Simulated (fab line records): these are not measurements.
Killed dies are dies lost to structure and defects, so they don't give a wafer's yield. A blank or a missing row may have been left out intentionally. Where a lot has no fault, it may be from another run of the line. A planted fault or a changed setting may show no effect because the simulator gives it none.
fab line records	flow n5Finfet
record lots=24	wafers=72	lastDay=18
route steps=1938 shown BEOL_M3@995 BEOL_M4@1021
lots untouched by any fault: they come from a run of this same line in which no faults occurred
startH: start of the lot's first displayed wafer, in hours after the record's first day	waitH: how many hours have passed since the lot's step before this one	" unchanged from the row above	L1.1+2: a row that stands for several wafers	- no value present, or no start provided	* or withheld: withheld	< > ~ a bound
route shown NAME@n: names a module that has steps shown in the file, with the first one's number in the route	usual: average and standard deviation across the fault-free wafers	same: alike in all rows	chamber/n: place in a boat	sites: each site's reading	_std_site: the values' standard deviation	_edge_site: the outer-site mean with the inner-site mean subtracted	radiusMm: how far each site lies from the wafer's centre	mask NAME#n: copy n	behind: the tool/chamber that last shaped the wafer	hold: cause of the lot's hold/its duration in hours/its outcome	device: names the non-switching transistor (n, p or np)	end of line: the tests these same wafers got at the end of their route	step lacking rows: just its recipe	killed: dies that structure and defects cost at the first sort, which is not the same as the wafer's yield	map: per-die view of a wafer (x killed, . not killed, _ where there is no die)
set.NAME: setting as actually run; set.NAME@STEP: the setting as run at that earlier step	model.NAME: the simulator's own value behind a step, which no gauge read
a sample of lots followed through the steps of the route, with each step as a table and each wafer as a row
services: when a tool's chamber went out of use (startH, in hours from the record's first day, below 0 if earlier), for how many hours, and the reason
## steps
# step N5_BEOL_M3_ANNEAL_49
# recipe tempC=400	timeS=240	ambient=vacuum
# usual heaterPowerW=823/86
lot.wafer	tool	chamber	startH	waitH	heaterPowerW
L074.1	pvdSputter-03	-	152.18	0.0	834
L074.2	"	-	"	"	897
L074.6	"	-	"	"	890
L075.1	pvdSputter-03	-	155.56	0.0	898
L075.4	"	-	"	"	836
L075.5	"	-	"	"	663
L076.1	pvdSputter-03	-	159.04	0.0	853
L076.2	"	-	"	"	904
L076.4	"	-	"	"	663
L078.3	pvdSputter-03	-	167.65	0.0	834
L078.5	"	-	"	"	892
L078.6	"	-	"	"	833
L077.2	pvdSputter-02	-	168.77	0.0	903
L077.5	"	-	"	"	912
L077.6	"	-	"	"	711
L079.2	pvdSputter-02	-	175.22	0.0	721
L079.4	"	-	"	"	785
L079.5	"	-	"	"	929
L080.3	pvdSputter-03	-	193.44	0.0	880
L080.5	"	-	"	"	830
L080.6	"	-	"	"	879
L081.1	pvdSputter-01	-	206.23	0.0	843
L081.3	"	-	"	"	960
L081.5	"	-	"	"	998
L084.2	pvdSputter-03	-	206.52	0.0	663
L084.3	"	-	"	"	849
L084.6	"	-	"	"	665
L082.1	pvdSputter-02	-	209.14	0.0	738
L082.4	"	-	"	"	743
L082.5	"	-	"	"	736
L083.2	pvdSputter-03	-	209.63	0.0	836
L083.5	"	-	"	"	844
L083.6	"	-	"	"	887
L085.1	pvdSputter-03	-	212.44	0.0	843
L085.5	"	-	"	"	861
L085.6	"	-	"	"	893
L086.1	pvdSputter-01	-	212.71	0.0	835
L086.2	"	-	"	"	853
L086.3	"	-	"	"	800
L087.1	pvdSputter-03	-	216.54	0.0	673
L087.3	"	-	"	"	847
L087.5	"	-	"	"	830
L089.1	pvdSputter-02	-	249.32	0.0	733
L089.2	"	-	"	"	930
L089.5	"	-	"	"	714
L088.2	pvdSputter-03	-	249.62	0.0	832
L088.3	"	-	"	"	838
L088.5	"	-	"	"	687
L090.3	pvdSputter-02	-	251.91	0.0	796
L090.5	"	-	"	"	764
L090.6	"	-	"	"	905
L091.2	pvdSputter-03	-	257.54	0.0	844
L091.4	"	-	"	"	663
L091.5	"	-	"	"	869
L092.2	pvdSputter-03	-	259.38	0.0	888
L092.3	"	-	"	"	849
L092.5	"	-	"	"	671
L093.1	pvdSputter-02	-	262.08	0.0	723
L093.3	"	-	"	"	925
L093.6	"	-	"	"	737
L095.3	pvdSputter-01	-	273.55	0.0	863
L095.4	"	-	"	"	996
L095.5	"	-	"	"	816
L094.2	pvdSputter-01	-	282.73	0.0	851
L094.3	"	-	"	"	782
L094.5	"	-	"	"	1007
L097.1	pvdSputter-01	-	289.82	0.0	999
L097.2	"	-	"	"	862
L097.3	"	-	"	"	781
L096.3	pvdSputter-01	-	296.52	0.0	845
L096.4	"	-	"	"	993
L096.5	"	-	"	"	818
# step N5_BEOL_M3_SPUTTER_88
# recipe material=Cu	targetThkA=45	tempC=-20	chamberPressurePa=0.07	powerW=withheld	timeS=8.29
# usual throttleValvePct=29.9/1
lot.wafer	tool	chamber	startH	waitH	throttleValvePct
L074.1	pvdSputter-03	-	152.98	0.1	29.6
L074.2	"	-	"	"	31.6
L074.6	"	-	"	"	31.4
L075.1	pvdSputter-03	-	156.36	0.1	31.2
L075.4	"	-	"	"	28.8
L075.5	"	-	"	"	30.9
L076.1	pvdSputter-03	-	159.84	0.1	29.9
L076.2	"	-	"	"	31.3
L076.4	"	-	"	"	31.0
L078.3	pvdSputter-03	-	168.45	0.1	29.0
L078.5	"	-	"	"	31.6
L078.6	"	-	"	"	28.6
L077.2	pvdSputter-02	-	169.57	0.1	29.5
L077.5	"	-	"	"	30.0
L077.6	"	-	"	"	30.0
L079.2	pvdSputter-02	-	176.02	0.1	29.6
L079.4	"	-	"	"	27.6
L079.5	"	-	"	"	29.8
L080.3	pvdSputter-03	-	194.24	0.1	31.6
L080.5	"	-	"	"	28.6
L080.6	"	-	"	"	31.4
L081.1	pvdSputter-01	-	207.03	0.1	29.9
L081.3	"	-	"	"	30.2
L081.5	"	-	"	"	30.2
L084.2	pvdSputter-03	-	207.32	0.1	30.8
L084.3	"	-	"	"	29.0
L084.6	"	-	"	"	30.9
L082.1	pvdSputter-02	-	209.94	0.1	30.6
L082.4	"	-	"	"	29.7
L082.5	"	-	"	"	29.8
L083.2	pvdSputter-03	-	210.43	0.1	28.7
L083.5	"	-	"	"	28.8
L083.6	"	-	"	"	31.5
L085.1	pvdSputter-03	-	213.24	0.1	29.9
L085.5	"	-	"	"	29.9
L085.6	"	-	"	"	31.6
L086.1	pvdSputter-01	-	213.51	0.1	30.1
L086.2	"	-	"	"	28.8
L086.3	"	-	"	"	28.8
L087.1	pvdSputter-03	-	217.34	0.1	30.9
L087.3	"	-	"	"	30.0
L087.5	"	-	"	"	28.8
L089.1	pvdSputter-02	-	250.12	0.1	30.8
L089.2	"	-	"	"	29.8
L089.5	"	-	"	"	29.9
L088.2	pvdSputter-03	-	250.42	0.1	29.1
L088.3	"	-	"	"	29.7
L088.5	"	-	"	"	30.8
L090.3	pvdSputter-02	-	252.71	0.1	27.9
L090.5	"	-	"	"	27.6
L090.6	"	-	"	"	29.9
L091.2	pvdSputter-03	-	258.34	0.1	28.7
L091.4	"	-	"	"	30.8
L091.5	"	-	"	"	31.4
L092.2	pvdSputter-03	-	260.18	0.1	31.5
L092.3	"	-	"	"	29.0
L092.5	"	-	"	"	30.9
L093.1	pvdSputter-02	-	262.88	0.1	29.4
L093.3	"	-	"	"	29.8
L093.6	"	-	"	"	30.7
L095.3	pvdSputter-01	-	274.35	0.1	29.8
L095.4	"	-	"	"	30.2
L095.5	"	-	"	"	28.8
L094.2	pvdSputter-01	-	283.53	0.1	30.3
L094.3	"	-	"	"	28.7
L094.5	"	-	"	"	30.6
L097.1	pvdSputter-01	-	290.62	0.1	30.3
L097.2	"	-	"	"	29.1
L097.3	"	-	"	"	28.4
L096.3	pvdSputter-01	-	297.32	0.1	30.1
L096.4	"	-	"	"	30.1
L096.5	"	-	"	"	29.7
# step N5_BEOL_M3_ANNEAL_89
# recipe tempC=400	timeS=240	ambient=vacuum
# usual heaterPowerW=824/85
lot.wafer	tool	chamber	startH	waitH	heaterPowerW
L074.1	pvdSputter-03	-	153.06	0.0	852
L074.2	"	-	"	"	873
L074.6	"	-	"	"	892
L075.1	pvdSputter-03	-	156.44	0.0	879
L075.4	"	-	"	"	828
L075.5	"	-	"	"	671
L076.1	pvdSputter-03	-	159.92	0.0	868
L076.2	"	-	"	"	880
L076.4	"	-	"	"	665
L078.3	pvdSputter-03	-	168.53	0.0	851
L078.5	"	-	"	"	887
L078.6	"	-	"	"	818
L077.2	pvdSputter-02	-	169.65	0.0	919
L077.5	"	-	"	"	914
L077.6	"	-	"	"	710
L079.2	pvdSputter-02	-	176.10	0.0	723
L079.4	"	-	"	"	782
L079.5	"	-	"	"	916
L080.3	pvdSputter-03	-	194.32	0.0	897
L080.5	"	-	"	"	836
L080.6	"	-	"	"	907
L081.1	pvdSputter-01	-	207.11	0.0	858
L081.3	"	-	"	"	993
L081.5	"	-	"	"	1019
L084.2	pvdSputter-03	-	207.40	0.0	672
L084.3	"	-	"	"	829
L084.6	"	-	"	"	667
L082.1	pvdSputter-02	-	210.02	0.0	743
L082.4	"	-	"	"	732
L082.5	"	-	"	"	743
L083.2	pvdSputter-03	-	210.51	0.0	799
L083.5	"	-	"	"	833
L083.6	"	-	"	"	903
L085.1	pvdSputter-03	-	213.32	0.0	872
L085.5	"	-	"	"	855
L085.6	"	-	"	"	894
L086.1	pvdSputter-01	-	213.59	0.0	843
L086.2	"	-	"	"	843
L086.3	"	-	"	"	802
L087.1	pvdSputter-03	-	217.42	0.0	654
L087.3	"	-	"	"	865
L087.5	"	-	"	"	832
L089.1	pvdSputter-02	-	250.20	0.0	723
L089.2	"	-	"	"	930
L089.5	"	-	"	"	721
L088.2	pvdSputter-03	-	250.50	0.0	851
L088.3	"	-	"	"	862
L088.5	"	-	"	"	685
L090.3	pvdSputter-02	-	252.79	0.0	795
L090.5	"	-	"	"	769
L090.6	"	-	"	"	915
L091.2	pvdSputter-03	-	258.42	0.0	846
L091.4	"	-	"	"	657
L091.5	"	-	"	"	896
L092.2	pvdSputter-03	-	260.26	0.0	892
L092.3	"	-	"	"	842
L092.5	"	-	"	"	677
L093.1	pvdSputter-02	-	262.96	0.0	733
L093.3	"	-	"	"	926
L093.6	"	-	"	"	737
L095.3	pvdSputter-01	-	274.43	0.0	830
L095.4	"	-	"	"	978
L095.5	"	-	"	"	809
L094.2	pvdSputter-01	-	283.61	0.0	864
L094.3	"	-	"	"	800
L094.5	"	-	"	"	997
L097.1	pvdSputter-01	-	290.70	0.0	977
L097.2	"	-	"	"	878
L097.3	"	-	"	"	816
L096.3	pvdSputter-01	-	297.40	0.0	856
L096.4	"	-	"	"	1033
L096.5	"	-	"	"	835
# step N5_BEOL_M4_ILD_DEP_00
# recipe material=SiOC	targetThkA=790	tempC=350	precursor=DEMS/O2	pressureTorr=5	rfW=500	timeS=15.3
# usual chamberPressureTorr=4.999/0.011	heaterPowerW=499/72	showerheadPlenumPTorr=5.694/0.013	throttleValvePct=12.1/0.66
lot.wafer	tool	chamber	startH	waitH	chamberPressureTorr	heaterPowerW	showerheadPlenumPTorr	throttleValvePct
L074.1	pecvd-04	0	155.02	0.0	4.993	619	5.700	12.3
L074.2	"	1	"	"	4.993	399	5.684	12.3
L074.6	"	2	"	"	5.002	563	5.711	11.3
L075.1	pecvd-01	2	158.37	0.0	4.992	449	5.715	13.6
L075.4	"	2	"	"	5.008	455	5.704	13.7
L075.5	"	1	"	"	5.013	437	5.686	12.7
L076.1	pecvd-04	0	161.90	0.0	4.995	564	5.699	12.4
L076.2	"	1	"	"	4.965	472	5.687	12.3
L076.4	"	1	"	"	4.995	488	5.683	12.3
L078.3	pecvd-04	2	170.44	0.0	5.000	495	5.701	10.7
L078.5	"	0	"	"	4.996	552	5.706	12.0
L078.6	"	1	"	"	5.009	450	5.675	12.5
L077.2	pecvd-01	1	171.56	0.0	5.013	414	5.676	12.7
L077.5	"	2	"	"	4.999	426	5.687	13.2
L077.6	"	0	"	"	5.009	512	5.695	13.0
L079.2	pecvd-01	0	178.08	0.0	4.997	579	5.690	13.0
L079.4	"	0	"	"	5.001	588	5.678	12.9
L079.5	"	1	"	"	5.006	368	5.705	12.7
L080.3	pecvd-02	2	196.23	0.0	4.986	523	5.693	11.1
L080.5	"	1	"	"	5.002	430	5.684	11.7
L080.6	"	0	"	"	5.004	504	5.703	12.2
L081.1	pecvd-04	0	209.07	0.0	4.996	631	5.698	12.4
L081.3	"	2	"	"	5.015	588	5.724	11.5
L081.5	"	0	"	"	4.996	516	5.694	12.4
L084.2	pecvd-01	1	209.31	0.0	5.006	446	5.679	12.5
L084.3	"	1	"	"	4.989	449	5.681	12.6
L084.6	"	0	"	"	4.982	503	5.677	13.1
L082.1	pecvd-04	2	211.98	0.0	4.992	594	5.688	11.2
L082.4	"	2	"	"	5.001	599	5.703	11.2
L082.5	"	0	"	"	5.002	555	5.709	12.1
L083.2	pecvd-04	2	212.42	0.0	5.029	503	5.721	11.5
L083.5	"	2	"	"	5.022	511	5.709	11.1
L083.6	"	1	"	"	5.011	470	5.672	12.3
L085.1	pecvd-04	2	215.26	0.0	5.001	490	5.713	11.2
L085.5	"	2	"	"	5.009	495	5.712	11.4
L085.6	"	0	"	"	4.994	522	5.703	12.5
L086.1	pecvd-04	0	215.67	0.0	5.001	547	5.707	12.5
L086.2	"	2	"	"	4.984	527	5.686	11.4
L086.3	"	1	"	"	4.997	431	5.659	12.4
L087.1	pecvd-04	0	219.39	0.0	5.020	560	5.700	12.4
L087.3	"	1	"	"	4.999	487	5.675	12.5
L087.5	"	2	"	"	5.022	587	5.695	11.4
L089.1	pecvd-01	2	252.13	0.0	4.984	511	5.717	11.5
L089.2	"	0	"	"	5.003	571	5.687	13.1
L089.5	"	2	"	"	4.997	502	5.691	11.7
L088.2	pecvd-02	0	252.50	0.0	5.005	575	5.711	12.2
L088.3	"	2	"	"	5.000	505	5.689	11.1
L088.5	"	0	"	"	4.981	571	5.707	12.1
L090.3	pecvd-01	2	254.96	0.0	4.984	487	5.706	11.7
L090.5	"	2	"	"	5.002	465	5.698	11.7
L090.6	"	0	"	"	4.996	536	5.675	13.0
L091.2	pecvd-02	0	260.33	0.0	5.007	548	5.706	12.3
L091.4	"	0	"	"	5.007	532	5.700	12.5
L091.5	"	2	"	"	4.989	499	5.699	11.4
L092.2	pecvd-04	2	262.34	0.0	4.990	562	5.696	11.0
L092.3	"	0	"	"	5.008	629	5.704	12.6
L092.5	"	0	"	"	5.022	624	5.710	12.6
L093.1	pecvd-04	1	264.92	0.0	5.014	479	5.693	12.4
L093.3	"	0	"	"	4.995	586	5.694	12.6
L093.6	"	1	"	"	4.995	481	5.679	12.5
L095.3	pecvd-02	0	276.49	0.0	4.998	498	5.685	12.1
L095.4	"	0	"	"	4.999	501	5.699	12.3
L095.5	"	1	"	"	5.011	412	5.696	11.4
L094.2	pecvd-02	1	285.57	0.0	4.993	404	5.688	11.7
L094.3	"	2	"	"	5.020	498	5.683	11.7
L094.5	"	0	"	"	5.005	586	5.709	12.1
L097.1	pecvd-02	0	292.63	0.0	4.997	575	5.709	12.4
L097.2	"	1	"	"	4.991	357	5.686	11.4
L097.3	"	2	"	"	5.003	434	5.694	11.5
L096.3	pecvd-04	1	300.46	0.0	4.985	449	5.697	12.5
L096.4	"	2	"	"	4.999	556	5.697	11.4
L096.5	"	0	"	"	4.991	627	5.689	12.7
# step N5_BEOL_M4_OVL_MEAS_12
# recipe pointsPerWafer=522
# usual M4_OVL=-0.2/0.65
# same pointsPerWafer=522
lot.wafer	tool	chamber	startH	waitH	M4_OVL[nm]
L074.1	overlay-01	0	155.61	0.0	-0.5
L074.2	"	0	"	"	-1.6
L074.6	"	0	"	"	-1.6
L075.1	overlay-02	0	160.24	0.0	0.8
L075.4	"	0	"	"	-0.8
L075.5	"	0	"	"	0.1
L076.1	overlay-02	0	164.32	0.0	-0.5
L076.2	"	0	"	"	-0.1
L076.4	"	0	"	"	0.3
L078.3	overlay-01	0	171.83	0.0	0.8
L078.5	"	0	"	"	0.8
L078.6	"	0	"	"	-0.5
L077.2	overlay-02	0	172.63	0.0	-0.5
L077.5	"	0	"	"	-0.4
L077.6	"	0	"	"	0.8
L079.2	overlay-01	0	182.00	0.0	-0.1
L079.4	"	0	"	"	0.2
L079.5	"	0	"	"	1.0
L080.3	overlay-02	0	198.94	0.0	-0.2
L080.5	"	0	"	"	-1.5
L080.6	"	0	"	"	-0.1
L081.1	overlay-02	0	211.49	0.0	-0.5
L081.3	"	0	"	"	0.1
L081.5	"	0	"	"	-0.1
L084.2	overlay-01	0	211.72	0.0	0.2
L084.3	"	0	"	"	0.3
L084.6	"	0	"	"	-0.3
L082.1	overlay-02	0	212.58	0.0	0.1
L082.4	"	0	"	"	-0.9
L082.5	"	0	"	"	0.2
L083.2	overlay-01	0	214.73	0.0	0.1
L083.5	"	0	"	"	-1.1
L083.6	"	0	"	"	0.3
L085.1	overlay-01	0	216.14	0.0	0.0
L085.5	"	0	"	"	-0.3
L085.6	"	0	"	"	0.1
L086.1	overlay-02	0	216.78	0.0	-0.8
L086.2	"	0	"	"	0.1
L086.3	"	0	"	"	0.1
L087.1	overlay-02	0	220.47	0.0	-1.0
L087.3	"	0	"	"	-1.5
L087.5	"	0	"	"	-1.2
L089.1	overlay-01	0	253.98	0.0	0.9
L089.2	"	0	"	"	-0.3
L089.5	"	0	"	"	0.9
L088.2	overlay-01	0	254.10	0.0	-1.2
L088.3	"	0	"	"	0.4
L088.5	"	0	"	"	0.2
L090.3	overlay-02	0	255.69	0.0	-0.5
L090.5	"	0	"	"	-0.2
L090.6	"	0	"	"	0.3
L091.2	overlay-02	0	261.51	0.0	-0.4
L091.4	"	0	"	"	-0.3
L091.5	"	0	"	"	-0.6
L092.2	overlay-01	0	263.79	0.0	-0.5
L092.3	"	0	"	"	-0.3
L092.5	"	0	"	"	-1.1
L093.1	overlay-02	0	266.98	0.0	-0.3
L093.3	"	0	"	"	-0.5
L093.6	"	0	"	"	-0.9
L095.3	overlay-02	0	277.29	0.0	-0.3
L095.4	"	0	"	"	0.5
L095.5	"	0	"	"	0.6
L094.2	overlay-02	0	287.99	0.0	1.4
L094.3	"	0	"	"	0.4
L094.5	"	0	"	"	0.0
L097.1	overlay-02	0	295.59	0.0	0.0
L097.2	"	0	"	"	0.4
L097.3	"	0	"	"	-0.3
L096.3	overlay-01	0	302.27	0.0	-0.8
L096.4	"	0	"	"	-1.2
L096.5	"	0	"	"	-0.7
# step N5_BEOL_M4_ETCH_64
# recipe chemistry=N2/H2	target=SOC	targetDepthA=750	overetchA=225	maskMaterial=SiARC	tempC=40	timeS=121.9	ionEnergyEv=200	pressureMtorr=30	sourceW=840	biasW=150	n2FlowSccm=200	h2FlowSccm=200
# usual drypumpMotorCurrentA=5.8/0.39	oesProductAu=0.59/0.066	rfVppV=522.0/2.2	showerheadPlenumPTorr=2.48/0.072	throttleValvePct=17.9/0.32
lot.wafer	tool	chamber	startH	waitH	drypumpMotorCurrentA	oesProductAu	rfHoursCounterH	rfVppV	showerheadPlenumPTorr	throttleValvePct
L074.1	rieDiel-02	1	155.78	0.0	5.0	0.56	177	520.8	2.43	17.8
L074.2	"	0	"	"	5.9	0.54	205	519.3	2.41	18.0
L074.6	"	3	"	"	6.1	0.55	-	519.6	2.43	18.3
L075.1	rieDiel-06	0	160.42	0.0	5.8	0.72	13	522.1	2.49	17.6
L075.4	"	2	"	"	5.9	0.75	-	521.7	2.49	17.2
L075.5	"	0	"	"	5.8	0.73	-	522.9	2.49	17.7
L076.1	rieDiel-02	3	164.52	0.0	6.1	0.54	191	521.3	2.43	18.3
L076.2	"	2	"	"	6.2	0.57	177	527.0	2.64	18.2
L076.4	"	1	"	"	5.0	0.55	181	520.6	2.43	17.8
L078.3	rieDiel-06	1	171.99	0.0	6.0	0.57	168	523.7	2.55	18.2
L078.5	"	0	"	"	5.8	0.70	-	523.3	2.49	17.7
L078.6	"	1	"	"	6.0	0.56	-	522.5	2.55	18.2
L077.2	rieDiel-06	0	172.79	0.0	5.8	0.70	19	521.5	2.49	17.6
L077.5	"	3	"	"	6.2	0.58	-	521.0	2.44	17.9
L077.6	"	0	"	"	5.8	0.70	-	523.9	2.49	17.7
L079.2	rieDiel-02	1	182.16	0.0	5.0	0.55	187	519.5	2.43	17.8
L079.4	"	3	"	"	6.1	0.54	-	520.2	2.43	18.3
L079.5	"	0	"	"	5.9	0.54	-	521.1	2.41	18.0
L080.3	rieDiel-02	3	199.50	0.0	6.1	0.54	204	518.5	2.42	18.3
L080.5	"	2	"	"	6.1	0.56	-	525.0	2.63	18.3
L080.6	"	0	"	"	5.9	0.53	-	521.5	2.40	18.0
L081.1	rieDiel-05	0	211.66	0.0	5.6	0.63	72	522.2	2.47	17.7
L081.3	"	1	"	"	5.1	0.70	32	522.7	2.50	17.7
L081.5	"	1	"	"	5.1	0.70	-	521.3	2.50	17.7
L084.2	rieDiel-06	3	211.89	0.0	6.2	0.57	173	522.8	2.43	17.9
L084.3	"	1	"	"	5.9	0.55	181	524.1	2.54	18.2
L084.6	"	2	"	"	5.9	0.70	-	522.2	2.48	17.3
L082.1	rieDiel-02	1	212.77	0.0	5.0	0.55	195	521.6	2.42	17.8
L082.4	"	2	"	"	6.2	0.56	195	526.6	2.63	18.2
L082.5	"	1	"	"	5.1	0.54	-	520.4	2.42	17.8
L083.2	rieDiel-06	1	214.89	0.0	6.0	0.56	182	524.7	2.54	18.2
L083.5	"	1	"	"	5.9	0.56	-	523.8	2.54	18.2
L083.6	"	2	"	"	5.9	0.70	-	522.6	2.48	17.3
L085.1	rieDiel-06	0	216.31	0.0	5.8	0.69	35	523.1	2.48	17.7
L085.5	"	2	"	"	5.9	0.69	-	521.6	2.48	17.3
L085.6	"	1	"	"	6.0	0.55	-	523.6	2.54	18.2
L086.1	rieDiel-02	1	216.95	0.0	5.0	0.55	197	520.1	2.42	17.8
L086.2	"	0	"	"	5.9	0.54	228	520.2	2.40	18.0
L086.3	"	3	"	"	6.1	0.53	210	520.1	2.42	18.4
L087.1	rieDiel-06	3	220.64	0.0	6.2	0.56	176	521.5	2.43	17.9
L087.3	"	2	"	"	5.9	0.70	27	522.6	2.48	17.3
L087.5	"	0	"	"	5.8	0.68	-	521.4	2.48	17.7
L089.1	rieDiel-02	1	254.15	0.0	5.0	0.54	210	521.9	2.42	17.9
L089.2	"	2	"	"	6.2	0.56	209	525.4	2.62	18.3
L089.5	"	0	"	"	5.9	0.53	-	520.5	2.40	18.1
L088.2	rieDiel-02	1	254.38	0.0	5.0	0.55	210	520.2	2.42	17.9
L088.3	"	0	"	"	5.9	0.53	241	519.5	2.39	18.1
L088.5	"	1	"	"	5.0	0.54	-	519.8	2.42	17.9
L090.3	rieDiel-06	3	255.85	0.0	6.2	0.56	189	521.1	2.43	17.9
L090.5	"	0	"	"	5.8	0.66	-	521.3	2.48	17.7
L090.6	"	3	"	"	6.2	0.57	-	521.5	2.43	17.9
L091.2	rieDiel-02	1	261.70	0.0	5.0	0.54	213	519.7	2.42	17.9
L091.4	"	2	"	"	6.2	0.55	213	525.9	2.62	18.3
L091.5	"	1	"	"	5.0	0.54	-	520.3	2.42	17.9
L092.2	rieDiel-06	1	263.96	0.0	6.0	0.55	195	522.6	2.53	18.2
L092.3	"	0	"	"	5.8	0.66	52	522.3	2.48	17.7
L092.5	"	1	"	"	6.0	0.55	-	524.4	2.53	18.2
L093.1	rieDiel-06	2	267.16	0.0	5.9	0.67	44	522.2	2.47	17.3
L093.3	"	3	"	"	6.2	0.56	193	520.5	2.43	17.9
L093.6	"	3	"	"	6.2	0.56	-	519.5	2.43	17.9
L095.3	rieDiel-05	2	277.45	0.0	6.2	0.65	44	526.5	2.58	17.8
L095.4	"	2	"	"	6.3	0.65	-	527.5	2.58	17.8
L095.5	"	1	"	"	5.1	0.67	-	522.5	2.49	17.7
L094.2	rieDiel-02	1	288.47	0.0	5.0	0.53	223	521.2	2.41	17.9
L094.3	"	3	"	"	6.1	0.52	235	519.7	2.41	18.4
L094.5	"	3	"	"	6.1	0.53	-	519.5	2.41	18.4
L097.1	rieDiel-02	2	295.76	0.0	6.1	0.54	226	525.0	2.62	18.3
L097.2	"	1	"	"	5.0	0.53	227	519.2	2.41	17.9
L097.3	"	3	"	"	6.1	0.52	239	521.0	2.41	18.4
L096.3	rieDiel-02	3	302.43	0.0	6.1	0.52	241	518.8	2.41	18.4
L096.4	"	1	"	"	5.0	0.53	-	519.9	2.41	17.9
L096.5	"	3	"	"	6.1	0.52	-	519.2	2.41	18.4
## services
tool	chamber	startH	hours	kind
rieDiel-06	2	129.03	-	clean
rieDiel-06	2	129.03	-	consumableReplace:focusRing
rieDiel-06	2	129.03	18.5	scheduledDown
rieDiel-06	2	129.03	18.5	ventCycle
pecvd-01	-	137.43	2.8	pm
pecvd-02	1	145.49	5.5	scheduledDown
rieDiel-05	0	158.30	8.1	repair
rieDiel-02	2	180.54	3.9	repair
rieDiel-05	3	185.11	4.9	repair
pecvd-02	1	199.43	5.5	scheduledDown
pecvd-02	-	201.61	23.4	repair
rieDiel-06	2	209.85	1.5	repair
pecvd-04	1	220.00	2.1	scheduledDown
pvdSputter-02	-	222.72	1.7	repair
pecvd-01	-	240.01	0.7	repair
pecvd-04	2	241.44	2.1	scheduledDown
rieDiel-02	-	243.77	0.4	repair
rieDiel-05	0	246.43	14.1	repair
rieDiel-06	1	249.84	9.5	repair
pecvd-02	-	256.26	0.7	repair
rieDiel-06	0	274.73	1.6	repair
pecvd-01	1	275.40	12.4	repair
rieDiel-06	0	276.83	7.2	repair
rieDiel-02	0	286.55	12.4	repair
## key
fault none
